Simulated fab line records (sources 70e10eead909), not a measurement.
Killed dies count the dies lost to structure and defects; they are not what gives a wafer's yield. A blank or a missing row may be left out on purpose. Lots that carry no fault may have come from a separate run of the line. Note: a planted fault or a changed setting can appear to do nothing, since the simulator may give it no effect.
A sampling plan put to the test || flow nandHarc || 16 faults told of in these records, all on one fab line, each judged by the records of the lots it struck
The plan is the line's own looks: the steps of the route at which a gauge or an inspection reads the wafer and doesn't change it. A look can be judged if struck wafers have a number there and the file gives its usual mean and standard deviation on fault-free wafers. Caught: at a look after the fault's first step, the mean of the struck wafers lies 4 or more of those standard deviations (sigma) from the usual mean. On the tool: here the same test is run on the tool's own readings at the fault's steps. If the struck wafers alone have a blank record, or they carry another recipe, that too counts as caught.

## THE FAULTS, as the simulator had put them in
1. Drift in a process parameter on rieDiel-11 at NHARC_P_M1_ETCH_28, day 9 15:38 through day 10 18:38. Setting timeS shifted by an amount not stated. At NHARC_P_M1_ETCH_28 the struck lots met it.
2. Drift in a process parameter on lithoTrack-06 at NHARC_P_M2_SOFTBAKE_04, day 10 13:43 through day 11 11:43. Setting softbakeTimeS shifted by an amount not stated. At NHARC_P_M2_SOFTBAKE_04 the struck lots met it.
3. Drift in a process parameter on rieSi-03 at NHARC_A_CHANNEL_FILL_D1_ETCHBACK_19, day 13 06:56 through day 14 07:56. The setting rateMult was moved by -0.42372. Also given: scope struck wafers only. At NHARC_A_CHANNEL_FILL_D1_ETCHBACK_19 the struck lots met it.
4. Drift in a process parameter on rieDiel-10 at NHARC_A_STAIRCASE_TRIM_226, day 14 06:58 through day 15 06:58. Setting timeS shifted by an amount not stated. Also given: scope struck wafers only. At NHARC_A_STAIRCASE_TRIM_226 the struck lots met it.
5. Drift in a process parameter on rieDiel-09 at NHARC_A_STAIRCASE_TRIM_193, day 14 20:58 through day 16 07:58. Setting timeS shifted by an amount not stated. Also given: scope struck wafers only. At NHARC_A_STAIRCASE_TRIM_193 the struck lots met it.
6. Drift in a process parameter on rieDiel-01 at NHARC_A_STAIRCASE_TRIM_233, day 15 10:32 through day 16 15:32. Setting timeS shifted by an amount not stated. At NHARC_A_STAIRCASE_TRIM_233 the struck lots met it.
7. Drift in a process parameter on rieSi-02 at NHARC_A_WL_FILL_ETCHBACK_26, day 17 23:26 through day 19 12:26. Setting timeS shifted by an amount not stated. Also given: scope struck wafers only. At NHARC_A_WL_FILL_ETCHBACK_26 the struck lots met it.
8. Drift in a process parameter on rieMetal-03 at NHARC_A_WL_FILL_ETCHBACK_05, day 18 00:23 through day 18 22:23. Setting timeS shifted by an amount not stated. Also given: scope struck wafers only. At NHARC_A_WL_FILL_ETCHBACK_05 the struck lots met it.
9. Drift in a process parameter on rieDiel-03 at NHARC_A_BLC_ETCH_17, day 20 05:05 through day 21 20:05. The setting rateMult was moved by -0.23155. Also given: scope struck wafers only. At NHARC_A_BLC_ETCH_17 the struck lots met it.
10. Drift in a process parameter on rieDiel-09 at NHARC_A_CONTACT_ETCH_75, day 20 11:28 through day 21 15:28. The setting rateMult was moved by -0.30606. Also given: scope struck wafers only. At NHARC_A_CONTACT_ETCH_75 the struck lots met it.
11. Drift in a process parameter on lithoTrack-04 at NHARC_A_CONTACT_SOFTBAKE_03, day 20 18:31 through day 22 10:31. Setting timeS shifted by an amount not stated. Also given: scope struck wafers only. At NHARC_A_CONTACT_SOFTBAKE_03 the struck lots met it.
12. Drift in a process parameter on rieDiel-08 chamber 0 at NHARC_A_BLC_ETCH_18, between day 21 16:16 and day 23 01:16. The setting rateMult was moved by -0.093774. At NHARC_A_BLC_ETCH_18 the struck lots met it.
13. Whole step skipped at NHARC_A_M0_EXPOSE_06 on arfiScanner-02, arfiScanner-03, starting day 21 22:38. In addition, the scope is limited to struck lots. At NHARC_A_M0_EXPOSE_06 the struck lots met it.
14. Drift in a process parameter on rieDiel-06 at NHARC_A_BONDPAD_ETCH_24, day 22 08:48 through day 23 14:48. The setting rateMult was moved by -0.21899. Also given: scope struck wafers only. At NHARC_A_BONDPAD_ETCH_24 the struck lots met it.
15. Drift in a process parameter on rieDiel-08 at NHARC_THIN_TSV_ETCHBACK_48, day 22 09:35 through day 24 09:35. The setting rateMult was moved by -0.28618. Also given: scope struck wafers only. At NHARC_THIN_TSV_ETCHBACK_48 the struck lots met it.
16. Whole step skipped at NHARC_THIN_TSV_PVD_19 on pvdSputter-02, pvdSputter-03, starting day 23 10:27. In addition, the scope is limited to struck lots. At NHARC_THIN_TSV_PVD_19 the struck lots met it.

## WHAT THE PLAN SAW
{"fault": 1, "on the tool itself": "runLengthS -33 sigma", "first look that catches it": "none of the 2 looks that can be judged after it", "reading, sigma": "-", "median hours from its first step to that look": "-", "hours from the fault's start to the first struck lot there": "-", "judged looks passed uncaught": 2}
{"fault": 2, "on the tool itself": "heaterPowerTotalW +99 or beyond sigma", "first look that catches it": "not the one look that can be judged after it", "reading, sigma": "-", "median hours from its first step to that look": "-", "hours from the fault's start to the first struck lot there": "-", "judged looks passed uncaught": 1}
{"fault": 3, "on the tool itself": "oesProductAu -16 sigma", "first look that catches it": "no look after it can be judged", "reading, sigma": "-", "median hours from its first step to that look": "-", "hours from the fault's start to the first struck lot there": "-", "judged looks passed uncaught": 0}
{"fault": 4, "on the tool itself": "runLengthS -99 or beyond sigma", "first look that catches it": "not the one look that can be judged after it", "reading, sigma": "-", "median hours from its first step to that look": "-", "hours from the fault's start to the first struck lot there": "-", "judged looks passed uncaught": 1}
{"fault": 5, "on the tool itself": "runLengthS -99 or beyond sigma", "first look that catches it": "no look after it can be judged", "reading, sigma": "-", "median hours from its first step to that look": "-", "hours from the fault's start to the first struck lot there": "-", "judged looks passed uncaught": 0}
{"fault": 6, "on the tool itself": "runLengthS -20 sigma", "first look that catches it": "not the one look that can be judged after it", "reading, sigma": "-", "median hours from its first step to that look": "-", "hours from the fault's start to the first struck lot there": "-", "judged looks passed uncaught": 1}
{"fault": 7, "on the tool itself": "runLengthS -11 sigma", "first look that catches it": "not the one look that can be judged after it", "reading, sigma": "-", "median hours from its first step to that look": "-", "hours from the fault's start to the first struck lot there": "-", "judged looks passed uncaught": 1}
{"fault": 8, "on the tool itself": "runLengthS +11 sigma", "first look that catches it": "no look after it can be judged", "reading, sigma": "-", "median hours from its first step to that look": "-", "hours from the fault's start to the first struck lot there": "-", "judged looks passed uncaught": 0}
{"fault": 9, "on the tool itself": "oesProductAu -13 sigma", "first look that catches it": "NHARC_END_SORT_01", "reading, sigma": "killedAtArray +55", "median hours from its first step to that look": 46.7, "hours from the fault's start to the first struck lot there": 56, "judged looks passed uncaught": 0}
{"fault": 10, "on the tool itself": "oesProductAu -11 sigma", "first look that catches it": "NHARC_END_SORT_01", "reading, sigma": "killedAtArray +60", "median hours from its first step to that look": 86.5, "hours from the fault's start to the first struck lot there": 93, "judged looks passed uncaught": 0}
{"fault": 11, "on the tool itself": "heaterPowerTotalW +99 or beyond sigma", "first look that catches it": "none of the 2 looks that can be judged after it", "reading, sigma": "-", "median hours from its first step to that look": "-", "hours from the fault's start to the first struck lot there": "-", "judged looks passed uncaught": 2}
{"fault": 12, "on the tool itself": "under 2 sigma", "first look that catches it": "NHARC_END_SORT_01", "reading, sigma": "killedAtArray +30", "median hours from its first step to that look": 58.5, "hours from the fault's start to the first struck lot there": 57, "judged looks passed uncaught": 1}
{"fault": 13, "on the tool itself": "no reading that can be judged", "first look that catches it": "no look after it can be judged", "reading, sigma": "-", "median hours from its first step to that look": "-", "hours from the fault's start to the first struck lot there": "-", "judged looks passed uncaught": 0}
{"fault": 14, "on the tool itself": "oesProductAu -13 sigma", "first look that catches it": "no look after it can be judged", "reading, sigma": "-", "median hours from its first step to that look": "-", "hours from the fault's start to the first struck lot there": "-", "judged looks passed uncaught": 0}
{"fault": 15, "on the tool itself": "oesProductAu -5.5 sigma", "first look that catches it": "NHARC_END_SORT_01", "reading, sigma": "killedAtOther +99 or beyond", "median hours from its first step to that look": 15.7, "hours from the fault's start to the first struck lot there": 38, "judged looks passed uncaught": 0}
{"fault": 16, "on the tool itself": "the tool's record is blank for the struck wafers", "first look that catches it": "no look after it can be judged", "reading, sigma": "-", "median hours from its first step to that look": "-", "hours from the fault's start to the first struck lot there": "-", "judged looks passed uncaught": 0}
A dash: this means the fault isn't caught or the number doesn't appear in these records.

Caught at a look: 4 of 16. Caught on the tool: 14 of 16. By one or the other: 15 of 16.
On the tool alone, faults 1, 2, 3, 4, 5, 6, 7, 8, 11, 14, 16 were caught.
Caught at a look alone: fault 12.
Caught by neither: fault 13.

## THINNER SAMPLING
In the worst case, this is how late the first struck lot would be measured if the look that catches a fault measured only every second or every third lot, by lot number:
{"fault": 9, "struck lots at that look, in order of time": "L634, L636", "every lot": "56 h", "every second lot": "may miss all 2", "every third lot": "may miss all 2"}
{"fault": 10, "struck lots at that look, in order of time": "L661", "every lot": "93 h", "every second lot": "may miss it", "every third lot": "may miss it"}
{"fault": 12, "struck lots at that look, in order of time": "L225, L230", "every lot": "57 h", "every second lot": "78 h", "every third lot": "may miss all 2"}
{"fault": 15, "struck lots at that look, in order of time": "L354", "every lot": "38 h", "every second lot": "may miss it", "every third lot": "may miss it"}
Hours: fault start to first struck lot measured. The limit of 4 sigma was tested on all struck wafers together, so one lot alone may lie under it. Other struck lots may not be in these records.

## THE LONGEST TIMED WAY FROM STEP TO LOOK
For fault 10, NHARC_A_CONTACT_ETCH_75 and NHARC_END_SORT_01 are separated by a median of 86.5 hours. No look between them can be judged.
